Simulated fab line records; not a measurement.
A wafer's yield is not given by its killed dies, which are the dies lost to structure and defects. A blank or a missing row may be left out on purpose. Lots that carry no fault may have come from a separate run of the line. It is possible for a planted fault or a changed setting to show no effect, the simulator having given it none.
Problem report in the 8D (eight disciplines) form, filled by code / flow nand harc / the parts of the form that need people (team, actions taken, sign-off) are left out

1. WHAT IS WRONG
Mean of killed at array at NHARC_END_SORT_01: 142 across 6 wafers in 2 lots; on wafers with no fault it is 55 (standard deviation 17). Relative to the usual mean, that is a shift of +5.1 standard deviations.
Earliest sighting: wafer L246.1 on prober-01 at day 30 08:51. Wafers with a number at this step in the record: 6, from 2 lots. The rule behind "out" and "out of limits": a value lying over 4 standard deviations away from the usual mean. The rest of the wafers with a number are treated as sound.

2. WHAT IT IS, AND WHAT IT ISN'T
question=which readings at this step; is=killed at array, killed dies; is not=killed at other, killed at periphery, killed short
question=which lots; is=L246, L247; is not=-
question=which wafers of those lots; is=all that have a number; is not=-
question=read on which gauges; is=prober-01; is not=-
question=when; is=from day 30 08:51; is not=up to then (0 sound wafers)

3. WHAT RULES OUT EACH SUSPECT
Counting: any tool at a process step up to the reading is kept as a suspect provided that every lot that is out went through it and no sound lot did after the first of them.
- the gauge at NHARC_END_SORT_01: kept. All the wafers that are out were read on prober-01, and no step on other tools shows them out.
- har cap etch-03 at NHARC_A_CONTACT_ETCH_138 (etches the open film in C4F8/O2/Ar, time 311 s, target depth 1914 nm): kept. It ran every lot that is out, first L246 (day 28 08:31), and no sound lot after that.
- pvd sputter-01 at NHARC_THIN_TSV_PRE_CLEAN_50 (time 30 s): kept. It ran every lot that is out, first L246 (day 30 08:51), and no sound lot after that. NHARC_THIN_TSV_PRE_CLEAN_50 gives no start for some lots, so the hours and the order of its lots are those of NHARC_END_SORT_01.
har cap etch-03 at NHARC_A_CONTACT_ETCH_138, pvd sputter-01 at NHARC_THIN_TSV_PRE_CLEAN_50 and prober-01 at NHARC_END_SORT_01 are what is left after counting.

4. THE CAUSE (what the simulator had put in)
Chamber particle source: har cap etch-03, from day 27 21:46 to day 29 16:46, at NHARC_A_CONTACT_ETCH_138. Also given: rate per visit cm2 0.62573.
3 suspects survive the count, and this tool is in that group.

5. SEQUENCE OF EFFECTS, ordered by route
Each row: a reading where the mean over the struck wafers with a number is more than 3 standard deviations away from the usual. Readings are gone through only where the record gives a usual standard deviation; hours: the median, over the lots, of the time from a lot's start at the first step in this table giving one to that lot's start at this step; sigmas: the change measured in usual standard deviations.
hours=0; step=NHARC_END_SORT_01; reading=killed at array; usual=55; on struck wafers=142; change=+87; sigmas=+5.1
hours=0; step=NHARC_END_SORT_01; reading=killed dies; usual=59; on struck wafers=145; change=+86; sigmas=+5.0

6. HOW IT WOULD HAVE BEEN CAUGHT EARLIER
The first out-of-limits reading at a measuring or inspecting step in this record came at day 30 08:51, 59 hours after the fault's start at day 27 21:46.
Of the tool readings at NHARC_A_CONTACT_ETCH_138 for which the record gives a usual standard deviation, none was out on any struck wafer, so an alarm limit of 4 standard deviations on them would not have fired.
The start of NHARC_A_CONTACT_ETCH_138 on har cap etch-03 came by day 30 08:51 for every one of the lots that are out (2). Tool hold at that time: it would have spared none of them.
